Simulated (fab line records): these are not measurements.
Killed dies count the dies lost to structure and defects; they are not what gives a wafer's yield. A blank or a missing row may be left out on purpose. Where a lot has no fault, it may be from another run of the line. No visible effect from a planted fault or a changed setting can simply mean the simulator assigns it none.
Comparing a struck lot with a sound one -- flow nand harc -- 14 out of 1159 route steps
Sound: these wafers, L937.2, L937.4, L937.5. Struck: wafers L932.1, L932.4, L932.5. The cause comes at the end.
Each step with rows lists, per side, the tool, then ch with its chambers, then its first start. Under that, the readings that differ: sound wafers -- struck wafers -- difference of the means -- sigmas: that difference in standard deviations of wafers without a fault.
alike: same words and numbers on both sides, and readings whose means sit less than 2 such deviations apart. not compared: any withheld reading, any reading some wafer has no value for, any bound like >300 that may hide the same value, and any number with overlapping values for which the record gives no deviation.
A row with sigmas, a row that says differs or no value, or rows on one side alone: a step with any of these is where the two part. Numbers that don't overlap but have no deviation are shown without sigmas and don't part them. Lack of a reading on every wafer of one side parts them only where that side has two or more wafers.

NHARC_A_CONTACT_ETCH_106: etches the open film in CF4/O2, target depth 60 nm, overetch 6 nm, time 33 s.
  sound on rie diel-10 ch 0,2, day 21 02:01; struck on rie diel-03 ch 1,2,3, day 19 16:13
reading,sound,struck,difference,sigmas
oes product au (a.u.),1.015 1.007 1.023,1.000 0.988 0.998,-0.020,-2
  alike: cf4 flow sccm, drypump motor current A, rf vpp V, showerhead plenum p Torr, throttle valve pct
  not compared: rf hours counter h
NHARC_A_CONTACT_STRIP_82: strips in O2.
  sound: rie diel-10 ch 0,3; struck: rie diel-03 ch 1,2
  alike: drypump motor current A, oes product au, rf vpp V, showerhead plenum p Torr, throttle valve pct
  not compared: rf hours counter h
then, 1 step without rows for these wafers: NHARC_A_CONTACT_STRIP_83 (strips in post etch residue remover, time 600 s).
NHARC_A_CONTACT_DEP_84: deposits aC, target thk 2000 nm.
  sound on acl dep-02 ch 0, day 21 03:11; struck on acl dep-03 ch 0, day 19 17:34
  alike: throttle valve pct
NHARC_A_CONTACT_DEP_85: deposits SiON, target thk 50 nm.
  sound on pecvd-01 ch 0,2, day 21 04:15; struck on pecvd-01 ch 1,2, day 19 18:52
  alike: heater power outer w, heater power w
then, 7 steps without rows for these wafers: NHARC_A_CONTACT_DEHYDRATE_00 (time 120 s); NHARC_A_CONTACT_HMDS_01 (time 30 s); NHARC_A_CONTACT_COAT_86 (time 75 s); NHARC_A_CONTACT_COAT_87 (time 65 s); NHARC_A_CONTACT_COAT_02 (resist thk 90 nm); NHARC_A_CONTACT_SOFTBAKE_03 (time 55 s); NHARC_A_CONTACT_EBR_04.
NHARC_A_CONTACT_EXPOSE_05: exposes mask A CC.
  sound on arfi scanner-01 ch 0, day 21 04:50; struck on arfi scanner-02, day 19 19:17
  no value came back on the struck wafers for exposure dose mJ cm2, focus offset nm (nm); on the sound wafers exposure dose mJ cm2 reads 84.26 84.36 84.21
  alike: mask
then, 1 step without rows for these wafers: NHARC_A_CONTACT_PEB_06 (peb time 65 s).

== WHERE THEY PART ==
At NHARC_A_CONTACT_ETCH_106 first; at NHARC_A_CONTACT_EXPOSE_05 last (within this record only).

WHY: what had been put in by the simulator
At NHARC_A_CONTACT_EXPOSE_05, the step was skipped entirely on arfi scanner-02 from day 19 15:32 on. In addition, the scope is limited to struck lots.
